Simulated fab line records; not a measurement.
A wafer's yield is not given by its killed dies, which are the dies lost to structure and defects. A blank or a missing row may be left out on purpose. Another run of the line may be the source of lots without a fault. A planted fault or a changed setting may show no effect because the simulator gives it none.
fab line records -- flow n5-finfet
record: lots: 12, wafers: 36, last-day: 16
route steps=1938 shown BEOL_M2@906 BEOL_M4@1111
lots that met no fault: from a run of the same line without faults
start-h: hours from the record's opening day to when the first of the lot's shown wafers began -- wait-h: how many hours have passed since the lot's step before this one -- " identical to the entry in the row above -- L1.1+2: a single row standing in for several wafers -- - no value present, or no start provided -- * or withheld: withheld -- < > ~ a bound
route shown NAME@n: NAME is a module with steps in the file, n the number in the route of the first one -- usual: the fault-free wafers' mean and standard deviation -- same: alike in all rows -- chamber/n: place in a boat -- sites: per-site readings -- _std_site: standard deviation of those values -- _edge_site: outer sites' mean less inner sites' -- radius-mm: how far each site lies from the wafer's centre -- mask NAME#n: copy n -- behind: the last tool/chamber to shape the wafer -- hold: the reason the lot was held/the length of the hold in hours/how it ended -- device: the transistor (n, p or np) that didn't switch -- end of line: at the end of the route, the tests of the same wafers -- step lacking rows: just its recipe -- killed: count of dies lost to structure and defects at first sort (not the wafer's yield) -- map: the dies of a wafer, with x for killed, . for not killed, _ for no die there
set.NAME: the setting as run; set.NAME@STEP: as run at that earlier step -- model.NAME: the simulator's own value behind a step, which no gauge read
a sample of lots followed through the steps of the route, with each step as a table and each wafer as a row
services: the hour from which a tool's chamber was out of use, counted from the record's first day as start-h (under 0 if before that day), plus the number of hours and why
== steps ==
step: N5_BEOL_M2_SPUTTER_79
recipe: material: Cu, target-thk-a: 45, temp-c: -20, chamber-pressure-pa: 0.07, power-w: withheld, time-s: 8.29
usual: chamber-pressure-pa: 0.06999/0.00014, chuck-gas-flow-sccm: 1.26/0.052, throttle-valve-pct: 29.8/1.3
lot.wafer,tool,chamber,start-h,wait-h,chamber-pressure-pa,chuck-gas-flow-sccm,throttle-valve-pct
L280.2,pvd-sputter-03,-,139.47,0.1,0.07001,1.29,31.7
L280.5,pvd-sputter-03,-,139.47,0.1,0.07008,1.29,31.2
L280.6,pvd-sputter-03,-,139.47,0.1,0.06979,1.26,28.0
L281.3,pvd-sputter-03,-,149.16,0.1,0.07011,1.25,29.9
L281.4,pvd-sputter-03,-,149.16,0.1,0.06984,1.26,28.0
L281.5,pvd-sputter-03,-,149.16,0.1,0.07011,1.24,32.3
L282.2,pvd-sputter-02,-,152.55,0.1,0.07017,1.25,29.4
L282.4,pvd-sputter-02,-,152.55,0.1,0.06996,1.43,29.9
L282.6,pvd-sputter-02,-,152.55,0.1,0.06996,1.34,28.0
L285.1,pvd-sputter-03,-,167.82,0.1,0.06994,1.21,29.7
L285.4,pvd-sputter-03,-,167.82,0.1,0.07002,1.29,29.5
L285.6,pvd-sputter-03,-,167.82,0.1,0.06989,1.24,31.3
L288.1,pvd-sputter-02,-,180.57,0.1,0.07019,1.28,27.7
L288.4,pvd-sputter-02,-,180.57,0.1,0.06978,1.17,29.6
L288.6,pvd-sputter-02,-,180.57,0.1,0.07012,1.20,29.4
L292.1,pvd-sputter-01,-,206.76,0.1,0.06996,1.23,30.2
L292.2,pvd-sputter-01,-,206.76,0.1,0.0699,1.30,28.3
L292.4,pvd-sputter-01,-,206.76,0.1,0.07005,1.27,30.9
L293.2,pvd-sputter-02,-,227.67,0.1,0.07009,1.31,29.8
L293.5,pvd-sputter-02,-,227.67,0.1,0.06996,1.31,29.3
L293.6,pvd-sputter-02,-,227.67,0.1,0.07006,1.27,29.7
L294.2,pvd-sputter-01,-,231.94,0.1,0.07014,1.31,31.2
L294.3,pvd-sputter-01,-,231.94,0.1,0.06994,1.23,28.5
L294.5,pvd-sputter-01,-,231.94,0.1,0.0699,1.24,29.2
L298.1,pvd-sputter-01,-,248.91,0.1,0.07004,1.25,29.1
L298.4,pvd-sputter-01,-,248.91,0.1,0.07001,1.20,30.3
L298.6,pvd-sputter-01,-,248.91,0.1,0.06997,1.23,28.6
L299.1,pvd-sputter-01,-,257.33,0.1,0.06993,1.28,28.3
L299.4,pvd-sputter-01,-,257.33,0.1,0.07008,1.26,29.2
L299.5,pvd-sputter-01,-,257.33,0.1,0.07007,1.27,29.1
L300.2,pvd-sputter-02,-,259.87,0.1,0.07014,1.27,29.4
L300.3,pvd-sputter-02,-,259.87,0.1,0.0698,1.23,28.2
L300.4,pvd-sputter-02,-,259.87,0.1,0.0699,1.28,29.6
L301.1,pvd-sputter-01,-,270.10,0.1,0.07018,1.28,31.2
L301.3,pvd-sputter-01,-,270.10,0.1,0.07003,1.19,29.1
L301.4,pvd-sputter-01,-,270.10,0.1,0.07006,1.30,30.3
step: N5_BEOL_M2_ANNEAL_87
recipe: temp-c: 400, time-s: 240, ambient: vacuum
usual: heater-power-w: 850/85
lot.wafer,tool,chamber,start-h,wait-h,heater-power-w
L280.2,pvd-sputter-03,-,139.99,0.0,867
L280.5,pvd-sputter-03,-,139.99,0.0,894
L280.6,pvd-sputter-03,-,139.99,0.0,753
L281.3,pvd-sputter-03,-,149.68,0.0,957
L281.4,pvd-sputter-03,-,149.68,0.0,755
L281.5,pvd-sputter-03,-,149.68,0.0,747
L282.2,pvd-sputter-02,-,153.07,0.0,928
L282.4,pvd-sputter-02,-,153.07,0.0,961
L282.6,pvd-sputter-02,-,153.07,0.0,803
L285.1,pvd-sputter-03,-,168.34,0.0,934
L285.4,pvd-sputter-03,-,168.34,0.0,958
L285.6,pvd-sputter-03,-,168.34,0.0,882
L288.1,pvd-sputter-02,-,181.09,0.0,791
L288.4,pvd-sputter-02,-,181.09,0.0,752
L288.6,pvd-sputter-02,-,181.09,0.0,750
L292.1,pvd-sputter-01,-,207.28,0.0,908
L292.2,pvd-sputter-01,-,207.28,0.0,733
L292.4,pvd-sputter-01,-,207.28,0.0,933
L293.2,pvd-sputter-02,-,228.19,0.0,986
L293.5,pvd-sputter-02,-,228.19,0.0,918
L293.6,pvd-sputter-02,-,228.19,0.0,948
L294.2,pvd-sputter-01,-,232.46,0.0,919
L294.3,pvd-sputter-01,-,232.46,0.0,721
L294.5,pvd-sputter-01,-,232.46,0.0,805
L298.1,pvd-sputter-01,-,249.43,0.0,809
L298.4,pvd-sputter-01,-,249.43,0.0,934
L298.6,pvd-sputter-01,-,249.43,0.0,731
L299.1,pvd-sputter-01,-,257.85,0.0,731
L299.4,pvd-sputter-01,-,257.85,0.0,800
L299.5,pvd-sputter-01,-,257.85,0.0,820
L300.2,pvd-sputter-02,-,260.45,0.0,908
L300.3,pvd-sputter-02,-,260.45,0.0,796
L300.4,pvd-sputter-02,-,260.45,0.0,962
L301.1,pvd-sputter-01,-,270.62,0.0,920
L301.3,pvd-sputter-01,-,270.62,0.0,835
L301.4,pvd-sputter-01,-,270.62,0.0,931
step: N5_BEOL_M2_ANNEAL_89
recipe: temp-c: 400, time-s: 240, ambient: vacuum
usual: heater-power-w: 853/87
lot.wafer,tool,chamber,start-h,wait-h,heater-power-w
L280.2,pvd-sputter-03,-,140.21,0.0,873
L280.5,pvd-sputter-03,-,140.21,0.0,881
L280.6,pvd-sputter-03,-,140.21,0.0,791
L281.3,pvd-sputter-03,-,149.90,0.0,960
L281.4,pvd-sputter-03,-,149.90,0.0,778
L281.5,pvd-sputter-03,-,149.90,0.0,753
L282.2,pvd-sputter-02,-,153.29,0.0,907
L282.4,pvd-sputter-02,-,153.29,0.0,970
L282.6,pvd-sputter-02,-,153.29,0.0,801
L285.1,pvd-sputter-03,-,168.56,0.0,956
L285.4,pvd-sputter-03,-,168.56,0.0,961
L285.6,pvd-sputter-03,-,168.56,0.0,866
L288.1,pvd-sputter-02,-,181.31,0.0,800
L288.4,pvd-sputter-02,-,181.31,0.0,749
L288.6,pvd-sputter-02,-,181.31,0.0,745
L292.1,pvd-sputter-01,-,207.50,0.0,928
L292.2,pvd-sputter-01,-,207.50,0.0,719
L292.4,pvd-sputter-01,-,207.50,0.0,949
L293.2,pvd-sputter-02,-,228.41,0.0,967
L293.5,pvd-sputter-02,-,228.41,0.0,904
L293.6,pvd-sputter-02,-,228.41,0.0,982
L294.2,pvd-sputter-01,-,232.68,0.0,928
L294.3,pvd-sputter-01,-,232.68,0.0,747
L294.5,pvd-sputter-01,-,232.68,0.0,831
L298.1,pvd-sputter-01,-,249.65,0.0,824
L298.4,pvd-sputter-01,-,249.65,0.0,925
L298.6,pvd-sputter-01,-,249.65,0.0,719
L299.1,pvd-sputter-01,-,258.07,0.0,724
L299.4,pvd-sputter-01,-,258.07,0.0,820
L299.5,pvd-sputter-01,-,258.07,0.0,819
L300.2,pvd-sputter-02,-,260.70,0.0,926
L300.3,pvd-sputter-02,-,260.70,0.0,797
L300.4,pvd-sputter-02,-,260.70,0.0,971
L301.1,pvd-sputter-01,-,270.84,0.0,944
L301.3,pvd-sputter-01,-,270.84,0.0,819
L301.4,pvd-sputter-01,-,270.84,0.0,942
step: N5_BEOL_M2_SPUTTER_96
recipe: material: Cu, target-thk-a: 45, temp-c: -20, chamber-pressure-pa: 0.07, power-w: withheld, time-s: 8.29
usual: chamber-pressure-pa: 0.07/0.00014, chuck-gas-flow-sccm: 1.26/0.056, throttle-valve-pct: 29.8/1.3
lot.wafer,tool,chamber,start-h,wait-h,chamber-pressure-pa,chuck-gas-flow-sccm,throttle-valve-pct
L280.2,pvd-sputter-03,-,141.01,0.1,0.07012,1.35,31.2
L280.5,pvd-sputter-03,-,141.01,0.1,0.07003,1.27,31.4
L280.6,pvd-sputter-03,-,141.01,0.1,0.07022,1.22,28.1
L281.3,pvd-sputter-03,-,150.70,0.1,0.06986,1.25,29.7
L281.4,pvd-sputter-03,-,150.70,0.1,0.06999,1.31,27.8
L281.5,pvd-sputter-03,-,150.70,0.1,0.0701,1.24,32.3
L282.2,pvd-sputter-02,-,154.09,0.1,0.06963,1.28,29.7
L282.4,pvd-sputter-02,-,154.09,0.1,0.06993,1.28,29.9
L282.6,pvd-sputter-02,-,154.09,0.1,0.06999,1.32,27.9
L285.1,pvd-sputter-03,-,169.36,0.1,0.06995,1.23,29.8
L285.4,pvd-sputter-03,-,169.36,0.1,0.06988,1.36,29.7
L285.6,pvd-sputter-03,-,169.36,0.1,0.06996,1.30,31.6
L288.1,pvd-sputter-02,-,182.11,0.1,0.06997,1.34,27.9
L288.4,pvd-sputter-02,-,182.11,0.1,0.07001,1.13,29.6
L288.6,pvd-sputter-02,-,182.11,0.1,0.0701,1.23,29.4
L292.1,pvd-sputter-01,-,208.30,0.1,-,-,-
L292.2,pvd-sputter-01,-,208.30,0.1,-,-,-
L292.4,pvd-sputter-01,-,208.30,0.1,-,-,-
L293.2,pvd-sputter-02,-,229.21,0.1,-,-,-
L293.5,pvd-sputter-02,-,229.21,0.1,-,-,-
L293.6,pvd-sputter-02,-,229.21,0.1,-,-,-
L294.2,pvd-sputter-01,-,233.48,0.1,-,-,-
L294.3,pvd-sputter-01,-,233.48,0.1,-,-,-
L294.5,pvd-sputter-01,-,233.48,0.1,-,-,-
L298.1,pvd-sputter-01,-,250.45,0.1,0.06996,1.27,29.3
L298.4,pvd-sputter-01,-,250.45,0.1,0.06992,1.27,30.1
L298.6,pvd-sputter-01,-,250.45,0.1,0.06997,1.29,28.4
L299.1,pvd-sputter-01,-,258.87,0.1,0.07004,1.31,28.5
L299.4,pvd-sputter-01,-,258.87,0.1,0.0698,1.23,29.1
L299.5,pvd-sputter-01,-,258.87,0.1,0.07002,1.21,29.1
L300.2,pvd-sputter-02,-,261.60,0.1,0.06984,1.30,29.4
L300.3,pvd-sputter-02,-,261.60,0.1,0.07008,1.22,28.2
L300.4,pvd-sputter-02,-,261.60,0.1,0.0701,1.23,29.8
L301.1,pvd-sputter-01,-,271.64,0.1,0.07001,1.26,31.3
L301.3,pvd-sputter-01,-,271.64,0.1,0.07015,1.26,29.1
L301.4,pvd-sputter-01,-,271.64,0.1,0.06979,1.27,30.3
step: N5_BEOL_M4_RC_MEAS_101
usual: DIBL_N: 36.3/1, DIBL_P: 36.2/1.4, IOFF_N: 0.157/0.021, IOFF_P: 0.206/0.025, ION_N: 673/9, ION_P: 461/6.4, SS_N: 71.5/0.5, SS_P: 73.2/0.47, VT_N: 249.9/2.4, VT_P: -250.6/2.9
lot.wafer,tool,chamber,start-h,wait-h,DIBL_N[mV/V],DIBL_P[mV/V],IOFF_N[nA/um],IOFF_P[nA/um],ION_N[uA/um],ION_P[uA/um],SS_N[mV/dec],SS_P[mV/dec],VT_N[mV],VT_P[mV]
L280.2,prober-01,0,168.26,0.2,35.0,35.5,0.131,0.174,674,456,71.2,72.7,252.7,-254.4
L280.5,prober-01,0,168.26,0.2,35.3,34.7,0.128,0.170,664,452,71.7,73.0,252.4,-255.1
L280.6,prober-01,0,168.26,0.2,35.6,35.7,0.131,0.179,665,456,70.8,72.5,254.0,-254.1
L281.3,prober-01,0,173.55,0.3,35.3,34.4,0.136,0.177,671,462,70.8,73.1,250.8,-251.1
L281.4,prober-01,0,173.55,0.3,37.3,37.2,0.170,0.217,682,467,71.2,74.0,248.2,-250.9
L281.5,prober-01,0,173.55,0.3,34.9,34.2,0.129,0.175,668,461,70.1,73.2,250.4,-252.8
L282.2,prober-02,0,178.17,0.2,36.3,36.9,0.150,0.209,659,457,71.7,72.9,252.3,-251.1
L282.4,prober-02,0,178.17,0.2,35.5,36.1,0.134,0.194,657,452,71.6,73.6,255.2,-251.2
L282.6,prober-02,0,178.17,0.2,37.9,38.2,0.171,0.225,669,461,72.7,74.3,250.0,-252.0
L285.1,prober-02,0,199.64,0.0,36.7,37.4,0.170,0.224,669,464,72.4,73.5,247.3,-249.1
L285.4,prober-02,0,199.64,0.0,35.1,36.1,0.145,0.196,665,456,71.5,73.2,251.9,-252.0
L285.6,prober-02,0,199.64,0.0,35.3,36.2,0.144,0.196,661,458,70.9,73.4,251.8,-252.4
L288.1,prober-02,0,206.44,0.0,36.2,35.7,0.148,0.186,673,457,71.8,73.9,250.7,-252.1
L288.4,prober-02,0,206.44,0.0,36.6,35.6,0.154,0.178,675,456,71.9,72.4,248.6,-251.9
L288.6,prober-02,0,206.44,0.0,36.2,35.8,0.151,0.182,677,467,71.1,73.3,250.7,-252.5
L292.1,prober-02,0,237.13,0.0,37.0,37.4,0.161,0.206,671,460,71.6,73.0,253.7,-251.2
L292.2,prober-02,0,237.13,0.0,37.3,37.7,0.164,0.208,668,455,72.2,73.4,250.5,-253.6
L292.4,prober-02,0,237.13,0.0,37.2,38.3,0.170,0.222,687,462,72.1,72.6,247.8,-251.6
L293.2,prober-01,0,247.33,0.2,35.0,34.8,0.146,0.197,674,465,71.1,72.9,250.0,-252.0
L293.5,prober-01,0,247.33,0.2,35.3,35.0,0.152,0.201,661,454,71.4,73.1,254.8,-248.4
L293.6,prober-01,0,247.33,0.2,36.3,36.4,0.173,0.220,677,459,71.4,72.9,247.7,-250.4
L294.2,prober-01,0,251.95,0.2,36.6,36.7,0.187,0.259,685,470,71.7,73.0,247.2,-244.2
L294.3,prober-01,0,251.95,0.2,36.8,36.7,0.202,0.271,687,475,71.7,72.9,243.5,-244.8
L294.5,prober-01,0,251.95,0.2,36.1,34.8,0.169,0.233,682,471,71.1,72.7,247.3,-248.5
L298.1,prober-01,0,271.10,0.0,37.3,38.0,0.173,0.249,690,471,72.1,73.8,249.4,-244.6
L298.4,prober-01,0,271.10,0.0,37.6,38.4,0.181,0.255,685,480,72.4,73.7,245.4,-244.6
L298.6,prober-01,0,271.10,0.0,36.7,36.6,0.157,0.226,674,466,72.5,72.7,247.9,-248.5
L299.1,prober-02,0,281.11,0.0,37.5,35.7,0.148,0.179,665,448,71.8,73.4,251.7,-255.2
L299.4,prober-02,0,281.11,0.0,35.4,34.3,0.120,0.157,667,455,70.2,72.9,252.6,-255.0
L299.5,prober-02,0,281.11,0.0,35.9,34.6,0.132,0.162,660,455,72.1,72.3,252.5,-255.7
L300.2,prober-01,0,287.29,0.8,35.8,36.5,0.162,0.227,680,469,71.4,74.0,245.4,-247.4
L300.3,prober-01,0,287.29,0.8,34.6,35.0,0.136,0.198,670,467,71.5,72.7,251.9,-251.0
L300.4,prober-01,0,287.29,0.8,35.3,35.7,0.152,0.210,677,468,71.4,73.7,251.6,-245.4
L301.1,prober-01,0,289.16,0.0,35.8,34.6,0.141,0.206,679,470,71.0,73.2,250.3,-247.9
L301.3,prober-01,0,289.16,0.0,36.5,34.8,0.147,0.210,665,463,71.5,72.5,248.9,-246.2
L301.4,prober-01,0,289.16,0.0,35.6,34.3,0.142,0.208,681,472,71.0,72.6,250.8,-247.9
== services ==
tool,chamber,start-h,hours,kind
pvd-sputter-02,-,125.20,3.7,repair
== key ==
first-sign: step: N5_BEOL_M2_SPUTTER_96, reading: tool-record, direction: missing
effect none on later readings
met-at N5_BEOL_M2_SPUTTER_96
struck-lots L292,L293,L294
rows-end L292.1,L292.2,L292.4,L293.2,L293.5,L293.6,L294.2,L294.3,L294.5
not-acting-at N5_BEOL_M2_SPUTTER_79,N5_BEOL_M2_ANNEAL_87,N5_BEOL_M2_ANNEAL_89
onset-between 182.11 208.30
fault: kind: skipped-step-whole, tool: pvd-sputter-01,pvd-sputter-02, chamber: -, onset-h: 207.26, steps: N5_BEOL_M2_SPUTTER_96, scope: struck-lots-only
rows-end: these wafers met a further fault down the route, and their rows from its step on are left out
